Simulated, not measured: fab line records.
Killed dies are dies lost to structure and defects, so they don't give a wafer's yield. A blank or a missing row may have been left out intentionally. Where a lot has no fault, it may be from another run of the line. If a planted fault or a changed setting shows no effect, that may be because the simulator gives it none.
Split-lot experiment :: flow n5_finfet :: 7 lots, 39 wafers read, on a route of 1938 steps

== ON THE SPLIT ==
At N5_FIN_SAQP_ETCH_65 (etches SiO2 in CF4, target depth 4 nm, time 4.4 s), the setting time_s was moved away from the recipe's 4.4 s on 18 of the 39 wafers read, by -58.7% to +50.5%. All remaining wafers had this setting at the recipe value.

Reading taken at the split's own step.

== THE READING ==
etch.depth_nm (the simulator's own value, which no gauge read), in nm, at N5_FIN_SAQP_ETCH_65 (etches SiO2 in CF4, target depth 4 nm, time 4.4 s). No usual value for it is given in the file. Here, 21 wafers ran the recipe; their average is 3.936 nm with a standard deviation of 0.091 nm.

wafer: L074.1
tool, chamber at the split: rie_si-06, 2
time_s as run, s: 4.4
against the recipe: recipe
etch.depth_nm, nm: 3.868
against lot-mates on the recipe: -

wafer: L074.2
tool, chamber at the split: rie_si-06, 1
time_s as run, s: 4.4
against the recipe: recipe
etch.depth_nm, nm: 3.861
against lot-mates on the recipe: -

wafer: L074.3
tool, chamber at the split: rie_si-06, 0
time_s as run, s: 5.961
against the recipe: +35.5%
etch.depth_nm, nm: 5.222
against lot-mates on the recipe: +1.280

wafer: L074.4
tool, chamber at the split: rie_si-06, 3
time_s as run, s: 4.4
against the recipe: recipe
etch.depth_nm, nm: 4.097
against lot-mates on the recipe: -

wafer: L074.5
tool, chamber at the split: rie_si-06, 3
time_s as run, s: 5.961
against the recipe: +35.5%
etch.depth_nm, nm: 5.525
against lot-mates on the recipe: +1.583

wafer: L074.6
tool, chamber at the split: rie_si-06, 2
time_s as run, s: 5.961
against the recipe: +35.5%
etch.depth_nm, nm: 5.269
against lot-mates on the recipe: +1.327

wafer: L082.1
tool, chamber at the split: rie_si-06, 1
time_s as run, s: 4.4
against the recipe: recipe
etch.depth_nm, nm: 3.845
against lot-mates on the recipe: -

wafer: L082.2
tool, chamber at the split: rie_si-06, 0
time_s as run, s: 2.898
against the recipe: -34.1%
etch.depth_nm, nm: 2.54
against lot-mates on the recipe: -1.306

wafer: L082.3
tool, chamber at the split: rie_si-06, 2
time_s as run, s: 2.898
against the recipe: -34.1%
etch.depth_nm, nm: 2.561
against lot-mates on the recipe: -1.285

wafer: L082.4
tool, chamber at the split: rie_si-06, 3
time_s as run, s: 2.898
against the recipe: -34.1%
etch.depth_nm, nm: 2.655
against lot-mates on the recipe: -1.191

wafer: L082.5
tool, chamber at the split: rie_si-06, 0
time_s as run, s: 4.4
against the recipe: recipe
etch.depth_nm, nm: 3.85
against lot-mates on the recipe: -

wafer: L082.6
tool, chamber at the split: rie_si-06, 1
time_s as run, s: 4.4
against the recipe: recipe
etch.depth_nm, nm: 3.843
against lot-mates on the recipe: -

wafer: L085.1
tool, chamber at the split: rie_si-06, 1
time_s as run, s: 6.624
against the recipe: +50.5%
etch.depth_nm, nm: 5.782
against lot-mates on the recipe: +1.909

wafer: L085.2
tool, chamber at the split: rie_si-06, 2
time_s as run, s: 4.4
against the recipe: recipe
etch.depth_nm, nm: 3.855
against lot-mates on the recipe: -

wafer: L085.3
tool, chamber at the split: rie_si-06, 0
time_s as run, s: 4.4
against the recipe: recipe
etch.depth_nm, nm: 3.889
against lot-mates on the recipe: -

wafer: L085.4
tool, chamber at the split: rie_si-06, 3
time_s as run, s: 6.624
against the recipe: +50.5%
etch.depth_nm, nm: 6.077
against lot-mates on the recipe: +2.204

wafer: L085.5
tool, chamber at the split: rie_si-06, 1
time_s as run, s: 6.624
against the recipe: +50.5%
etch.depth_nm, nm: 5.798
against lot-mates on the recipe: +1.925

wafer: L085.6
tool, chamber at the split: rie_si-06, 0
time_s as run, s: 4.4
against the recipe: recipe
etch.depth_nm, nm: 3.876
against lot-mates on the recipe: -

wafer: L090.1
tool, chamber at the split: rie_si-04, 0
time_s as run, s: 4.4
against the recipe: recipe
etch.depth_nm, nm: 3.951
against lot-mates on the recipe: -

wafer: L090.2
tool, chamber at the split: rie_si-04, 3
time_s as run, s: 3.34
against the recipe: -24.1%
etch.depth_nm, nm: 3.035
against lot-mates on the recipe: -0.938

wafer: L090.3
tool, chamber at the split: rie_si-04, 2
time_s as run, s: 4.4
against the recipe: recipe
etch.depth_nm, nm: 3.959
against lot-mates on the recipe: -

wafer: L090.4
tool, chamber at the split: rie_si-04, 1
time_s as run, s: 3.34
against the recipe: -24.1%
etch.depth_nm, nm: 3.025
against lot-mates on the recipe: -0.948

wafer: L090.5
tool, chamber at the split: rie_si-04, 0
time_s as run, s: 3.34
against the recipe: -24.1%
etch.depth_nm, nm: 2.983
against lot-mates on the recipe: -0.990

wafer: L090.6
tool, chamber at the split: rie_si-04, 1
time_s as run, s: 4.4
against the recipe: recipe
etch.depth_nm, nm: 4.01
against lot-mates on the recipe: -

wafer: L091.1
tool, chamber at the split: rie_si-06, 3
time_s as run, s: 4.4
against the recipe: recipe
etch.depth_nm, nm: 4.115
against lot-mates on the recipe: -

wafer: L091.2
tool, chamber at the split: rie_si-06, 0
time_s as run, s: 2.195
against the recipe: -50.1%
etch.depth_nm, nm: 1.959
against lot-mates on the recipe: -2.021

wafer: L091.3
tool, chamber at the split: rie_si-06, 1
time_s as run, s: 2.195
against the recipe: -50.1%
etch.depth_nm, nm: 1.945
against lot-mates on the recipe: -2.035

wafer: L091.4
tool, chamber at the split: rie_si-06, 2
time_s as run, s: 4.4
against the recipe: recipe
etch.depth_nm, nm: 3.943
against lot-mates on the recipe: -

wafer: L091.5
tool, chamber at the split: rie_si-06, 2
time_s as run, s: 2.195
against the recipe: -50.1%
etch.depth_nm, nm: 1.977
against lot-mates on the recipe: -2.003

wafer: L091.6
tool, chamber at the split: rie_si-06, 1
time_s as run, s: 4.4
against the recipe: recipe
etch.depth_nm, nm: 3.882
against lot-mates on the recipe: -

wafer: L092.1
tool, chamber at the split: rie_si-01, 1
time_s as run, s: 1.819
against the recipe: -58.7%
etch.depth_nm, nm: 1.6
against lot-mates on the recipe: -2.404

wafer: L092.2
tool, chamber at the split: rie_si-01, 2
time_s as run, s: 4.4
against the recipe: recipe
etch.depth_nm, nm: 4.157
against lot-mates on the recipe: -

wafer: L092.3
tool, chamber at the split: rie_si-01, 3
time_s as run, s: 1.819
against the recipe: -58.7%
etch.depth_nm, nm: 1.61
against lot-mates on the recipe: -2.394

wafer: L092.4
tool, chamber at the split: rie_si-01, 0
time_s as run, s: 4.4
against the recipe: recipe
etch.depth_nm, nm: 4.002
against lot-mates on the recipe: -

wafer: L092.5
tool, chamber at the split: rie_si-01, 0
time_s as run, s: 1.819
against the recipe: -58.7%
etch.depth_nm, nm: 1.646
against lot-mates on the recipe: -2.358

wafer: L092.6
tool, chamber at the split: rie_si-01, 1
time_s as run, s: 4.4
against the recipe: recipe
etch.depth_nm, nm: 3.854
against lot-mates on the recipe: -

wafer: L096.2
tool, chamber at the split: rie_si-06, 1
time_s as run, s: 4.4
against the recipe: recipe
etch.depth_nm, nm: 3.925
against lot-mates on the recipe: -

wafer: L096.3
tool, chamber at the split: rie_si-06, 0
time_s as run, s: 4.4
against the recipe: recipe
etch.depth_nm, nm: 3.905
against lot-mates on the recipe: -

wafer: L096.5
tool, chamber at the split: rie_si-06, 0
time_s as run, s: 4.4
against the recipe: recipe
etch.depth_nm, nm: 3.959
against lot-mates on the recipe: -

THE FIT
A straight line over all 39 wafers: etch.depth_nm changes by +0.0392 nm for each +1% of time_s; r = +1.00; the points scatter about the line by 0.09 nm.
The same after taking each lot's own level away (the mean of its wafers on the recipe; 39 wafers): +0.0398 nm for each +1%; r = +1.00; scatter 0.086 nm.
Per that fit: largest time_s move, reading shift of 2.3 nm.
Across the lots, their own levels run from 3.8460 to 4.0043 nm, a range of 1.7 times the standard deviation given above.
Hence the lot-to-lot level has little effect on the slope; both slopes agree.
Check: -2.33 nm against its lot-mates is what the line predicts for one of the wafers moved furthest among these (-58.7%) when that wafer is left out of the fit. Against them it came out at -2.4 nm.

== THE FILE'S OWN FIT ==
etch.depth_nm changes by +0.0398 nm for each +1% of time_s, r = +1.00.
